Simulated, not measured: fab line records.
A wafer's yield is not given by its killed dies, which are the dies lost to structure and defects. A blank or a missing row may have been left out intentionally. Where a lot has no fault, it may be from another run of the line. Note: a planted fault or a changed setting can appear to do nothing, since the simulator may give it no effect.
Chamber matching	flow nand harc	NHARC_A_M0_ETCH_34 on rie diel-10: 4 sister chambers
The step etches the open film in N2/H2, target depth 40 nm, overetch 12 nm, time 43.94 s. 8 wafers are shown with their chamber, then 12 later ones without.

## WAFERS, EACH WITH ITS CHAMBER
wafer	chamber	drypump motor current A (A)	rf vpp V (V)
L087.1	3	5.89	431.3
L087.3	1	5.38	427.6
L090.1	2	5.54	430.2
L090.3	0	5.87	431.6
L090.4	1	5.42	425.5
L088.1	2	5.52	431.5
L088.3	0	5.88	430.4
L088.4	3	5.91	433.2

## WAFERS WITH NO CHAMBER GIVEN
wafer	drypump motor current A (A)	rf vpp V (V)
L089.1	5.93	431.7
L089.2	5.85	431.3
L089.3	5.54	428.9
L092.1	5.51	429.0
L092.2	5.39	426.5
L092.4	5.87	432.6
L094.1	5.55	428.6
L094.4	5.89	431.9
L094.5	5.87	432.1
L095.1	5.41	426.3
L095.3	5.89	430.9
L095.4	5.91	433.0

## WHICH CHAMBER EACH ONE RAN IN
wafer	from the rows above	in truth
L089.1	can't be placed: 3 or 0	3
L089.2	can't be placed: 0 or 3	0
L089.3	2	2
L092.1	2	2
L092.2	1	1
L092.4	can't be placed: 0 or 3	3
L094.1	2	2
L094.4	can't be placed: 3 or 0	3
L094.5	can't be placed: 0 or 3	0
L095.1	1	1
L095.3	can't be placed: 0 or 3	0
L095.4	can't be placed: 3 or 0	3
Correct placement for 5 of the 12. Unplaceable from these rows: 7, with the true chamber sitting among the candidates in 7. Wrongly placed: 0.
How it was worked out, from the rows above alone: a wafer's distance from a chamber is the root of the sum, over the readings, of the square of ((its reading less the chamber's mean) divided by the reading's scatter). If the next closest chamber is less than 2 further off than the closest, the wafer can't be placed; otherwise it belongs to the closest. A chamber's mean is the mean of its shown wafers. How the scatter is found: for the shown wafers, subtract from each reading the mean of its chamber, square and add these, divide the total by (wafers less chambers), then take the root.
